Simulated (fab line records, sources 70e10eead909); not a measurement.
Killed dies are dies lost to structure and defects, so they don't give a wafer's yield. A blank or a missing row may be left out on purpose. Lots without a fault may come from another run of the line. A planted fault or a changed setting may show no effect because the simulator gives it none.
A struck lot beside a sound one | flow nand_harc | 15 steps out of a route of 1302
Sound: wafers L199.1, L199.2, L199.5. Struck: wafer L200.3. (L200.4, L200.5 of the same lot were not struck and are left out.) The cause comes at the end.
At each step with rows: each side's tool, then ch and its chambers, then its first start. Under that, the readings that differ: sound wafers | struck wafers | difference of the means | sigmas: that difference in standard deviations of wafers without a fault.
alike: readings whose means differ by less than 2 such deviations, and words and numbers that are the same on both sides. not compared: withheld readings, readings that some wafer has no value for, bounds like >300 that may hide the same value, and numbers for which the record gives no deviation and whose values overlap.
The two part at a step that has a row with sigmas, a row that says differs or no value, or rows on one side only. Numbers that don't overlap but have no deviation are shown without sigmas and don't part them. A reading that every wafer of one side lacks parts them only if that side has two wafers or more.

NHARC_A_BONDPAD_CD_MEAS_09: target cd 500 nm.
  sound on cd_sem-01 ch 0, day 29 02:28; struck on cd_sem-03 ch 0, day 28 22:44
  alike: cd_nm
NHARC_A_BONDPAD_OVL_MEAS_35:
  sound on overlay-02, day 29 02:34; struck on overlay-02, day 28 22:49
  alike: overlay_x_nm, overlay_y_nm
then, 1 step without rows for these wafers: NHARC_A_BONDPAD_HARDBAKE_10 (time 65 s).
NHARC_A_BONDPAD_DESCUM_11: chemistry O2, time 3 s.
  sound on rie_diel-13 ch 0,2, day 29 02:41; struck on rie_diel-04 ch 3, day 28 22:57
  alike: drypump_motor_current_A, oes_product_au, rf_vpp_V, showerhead_plenum_p_Torr, throttle_valve_pct
  not compared: rf_hours_counter_h
then, 1 step without rows for these wafers: NHARC_A_BONDPAD_ETCH_34 (etches the open film in N2/H2, target depth 60 nm, overetch 18 nm, time 65.91 s).
NHARC_A_BONDPAD_ETCH_12: etches the open film in CHF3/O2, target depth 220 nm, time 110 s.
  sound on rie_diel-13 ch 0,3; struck on rie_diel-04 ch 0
  reading            | sound             | struck | difference | sigmas
  rf_fwd_power_W (W) | 494.5 494.9 492.5 | 498.2  | +4.2       | +2
  alike: drypump_motor_current_A, oes_product_au, rf_vpp_V, showerhead_plenum_p_Torr, throttle_valve_pct
  not compared: rf_hours_counter_h
NHARC_A_BONDPAD_CD_MEAS_13:
  sound on cd_sem-03, day 29 03:02; struck on cd_sem-01, day 28 23:15
  alike: cd_nm
then, 1 step without rows for these wafers: NHARC_A_BONDPAD_STRIP_15 (strips in O2).
NHARC_A_BONDPAD_ETCH_24: etches the open film in CF4/N2, target depth 30 nm, time 72.99 s.
  sound on rie_diel-04 ch 0,1,3; struck on rie_diel-03 ch 3
  reading               | sound             | struck | difference | sigmas
  oes_product_au (a.u.) | 1.001 0.992 0.997 | 1.017  | +0.020     | +3
  alike: drypump_motor_current_A, rf_fwd_power_W, rf_vpp_V, showerhead_plenum_p_Torr, throttle_valve_pct
  not compared: rf_hours_counter_h
then, 2 steps without rows for these wafers: NHARC_A_BONDPAD_STRIP_16 (strips in post etch residue remover, time 600 s); NHARC_A_BONDPAD_DEGAS_25 (time 60 s).
NHARC_A_BONDPAD_PRE_CLEAN_26: time 30 s.
  sound on pvd_sputter-03; struck on pvd_sputter-02
  alike: heater_power_w
NHARC_A_BONDPAD_PVD_17: deposits TaN, target thk 5 nm, time 8.06 s.
  sound on pvd_sputter-03, day 29 03:47; struck on pvd_sputter-02, day 29 00:01
  reading    | sound          | struck | difference | sigmas
  time_s (s) | 8.06 8.06 8.06 | 6.3049 | -1.7551    |
  alike: substrate_temp_c, throttle_valve_pct
NHARC_A_BONDPAD_PVD_27: deposits Cu, target thk 30 nm, time 20.49 s.
  sound on pvd_sputter-03; struck on pvd_sputter-02
  alike: substrate_temp_c, throttle_valve_pct
  not compared: time_s
NHARC_END_SORT_01:
  sound on prober-01 ch 0, day 30 08:33; struck on prober-02 ch 0, day 30 10:08
  alike: defect_limited_yield, killed_at_array, killed_at_other, killed_at_periphery, killed_dies, killed_open, killed_short

WHERE THEY PART
First at NHARC_A_BONDPAD_ETCH_12; last, within this record, at NHARC_A_BONDPAD_ETCH_24. Later steps at which nothing parts them and some readings are alike: NHARC_A_BONDPAD_PRE_CLEAN_26, NHARC_A_BONDPAD_PVD_17, NHARC_A_BONDPAD_PVD_27, NHARC_END_SORT_01.

WHY: what the simulator had put in
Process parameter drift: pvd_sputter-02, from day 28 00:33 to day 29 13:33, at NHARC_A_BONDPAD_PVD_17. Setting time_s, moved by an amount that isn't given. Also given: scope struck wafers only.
